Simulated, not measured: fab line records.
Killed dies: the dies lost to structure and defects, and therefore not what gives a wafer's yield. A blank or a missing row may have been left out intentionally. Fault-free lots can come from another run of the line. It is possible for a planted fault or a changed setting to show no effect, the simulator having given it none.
The same fault as seen by 2 desks | flow n5 finfet | only its own numbers are on each desk; what lay behind them is given at the end

AT THE TOOL OWNER'S DESK: cmp-04
The tool's own readings at N5_GATE_CUT_CMP_23 (polishes, stops on SiO2, t overpolish 23.4 s, target thk 16 nm): means of the sampled wafers that have a number, for each lot that ran on this tool. If a lot's mean is further than 4 standard deviations from the usual mean, the lot is out of limits and carries the mark OUT (the distance appears in the brackets).
Columns: A = edge zone pressure frac at N5_GATE_CUT_CMP_23, usual 1.000; B = motor current A at N5_GATE_CUT_CMP_23, usual 9.1 A; C = overpolish run s at N5_GATE_CUT_CMP_23, usual 23.401 s; D = platen rpm at N5_GATE_CUT_CMP_23, usual 51.80 rpm; E = slurry filter dp kPa at N5_GATE_CUT_CMP_23, usual 13.49 kPa; F = time to endpoint s at N5_GATE_CUT_CMP_23, usual 21 s
lot  | first seen here | A     | B   | C      | D               | E     | F
L936 | day 5 13:17     | 1.001 | 9.2 | 23.399 | 51.81           | 13.42 | 19
L948 | day 8 17:04     | 1.003 | 9.0 | 23.407 | 53.17 (+38) OUT | 13.42 | 26
L949 | day 8 20:01     | 0.999 | 8.5 | 23.394 | 52.50 (+19) OUT | 13.34 | 20
This desk's verdict: out of limits on L948, L949, starting with L948 at day 8 17:04 (platen rpm at N5_GATE_CUT_CMP_23). Within limits: L936.

AT THE METROLOGY DESK
What the gauges read for every lot (on any tool): the sampled wafers with a number, averaged. If a lot's mean is further than 4 standard deviations from the usual mean, the lot is out of limits and carries the mark OUT (the distance appears in the brackets). Shown here are 7 of its 11 readings, the ones lying furthest out on some lot.
Columns: A = DIBL_N at N5_BEOL_M4_RC_MEAS_101, usual 36.0 mV/V; B = DIBL_P at N5_BEOL_M4_RC_MEAS_101, usual 36.2 mV/V; C = IOFF_N at N5_BEOL_M4_RC_MEAS_101, usual 0.154 nA/um; D = IOFF_P at N5_BEOL_M4_RC_MEAS_101, usual 0.21 nA/um; E = ION_P at N5_BEOL_M4_RC_MEAS_101, usual 463 uA/um; F = VT_N at N5_BEOL_M4_RC_MEAS_101, usual 250.2 mV; G = VT_P at N5_BEOL_M4_RC_MEAS_101, usual -251 mV
lot  | first seen here | A    | B    | C     | D    | E   | F     | G
L936 | day 5 13:34     | 35.6 | 36.4 | 0.147 | 0.19 | 466 | 249.3 | -250
L938 | day 6 04:55     | 35.0 | 35.3 | 0.137 | 0.18 | 461 | 251.8 | -253
L948 | day 8 17:19     | 34.2 | 33.4 | 0.127 | 0.16 | 453 | 253.8 | -257
L949 | day 8 20:19     | 31.8 | 31.9 | 0.105 | 0.14 | 451 | 254.8 | -257
L951 | day 9 12:55     | 36.2 | 35.8 | 0.147 | 0.21 | 461 | 252.1 | -248
L954 | day 10 05:10    | 38.3 | 38.3 | 0.207 | 0.29 | 475 | 246.3 | -245
Result from this desk: across the 6 lots, nothing is out of limits.

ALL TOGETHER
At day 8 17:04, on L948, L949, the tool owner's desk was in a position to raise an alarm.
Metrology desk: nothing out of limits seen.
The metrology desk has L948, L949 on record, within its limits.
Every lot named ran N5_GATE_CUT_CMP_23 on cmp-04.

WHAT THE SIMULATOR HAD PUT IN
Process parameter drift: cmp-04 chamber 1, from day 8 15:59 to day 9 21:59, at N5_GATE_CUT_CMP_23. Setting platen rpm, moved by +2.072, from 51.8. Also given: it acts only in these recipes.
Lots struck among those shown: L948, L949.
Each desk's first reading out of limits, in hours after the fault started: the tool owner's desk, 1.
